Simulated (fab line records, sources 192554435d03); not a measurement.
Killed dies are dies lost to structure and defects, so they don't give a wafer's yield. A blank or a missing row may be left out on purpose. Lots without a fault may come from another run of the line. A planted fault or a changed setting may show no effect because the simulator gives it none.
Chamber matching | flow n5_finfet | N5_BEOL_M3_ALD_84 on ald_metal-03: 4 sister chambers
The step deposits TaN, pulse time 2 s, purge time 3 s, co reactant purge time 2 s. 4 wafers are shown with their chamber, then 8 later ones without.

WAFERS WITH THEIR CHAMBER
wafer  | chamber | heater_power_w (W)
L088.4 | 0       | 433
L088.5 | 2       | 460
L088.6 | 3       | 446
L087.1 | 1       | 513

WAFERS WITHOUT THEIR CHAMBER
wafer  | heater_power_w (W)
L087.5 | 523
L087.6 | 447
L090.4 | 447
L090.5 | 428
L090.6 | 531
L096.2 | 436
L096.4 | 512
L096.5 | 436

WHICH CHAMBER EACH WENT THROUGH
wafer  | from the rows above          | in truth
L087.5 | 1                            | 1
L087.6 | can't be placed: 3 or 2 or 0 | 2
L090.4 | can't be placed: 3 or 2 or 0 | 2
L090.5 | can't be placed: 0 or 3      | 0
L090.6 | 1                            | 1
L096.2 | can't be placed: 0 or 3      | 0
L096.4 | 1                            | 1
L096.5 | can't be placed: 0 or 3      | 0
Placed correctly: 3 of 8. Can't be placed from these rows: 5 (the true chamber is among the candidates in 5). Placed wrongly: 0.
How it was worked out, from the rows above alone: a wafer's distance from a chamber is the root of the sum, over the readings, of the square of ((its reading less the chamber's mean) divided by the reading's scatter). The wafer belongs to the nearest chamber; if the next one is less than 2 further off, it can't be placed. A chamber's mean is the mean of its shown wafers. The scatter: with one shown wafer a chamber, the root of the mean of the squares of how far each hidden wafer lies from its nearest shown one.
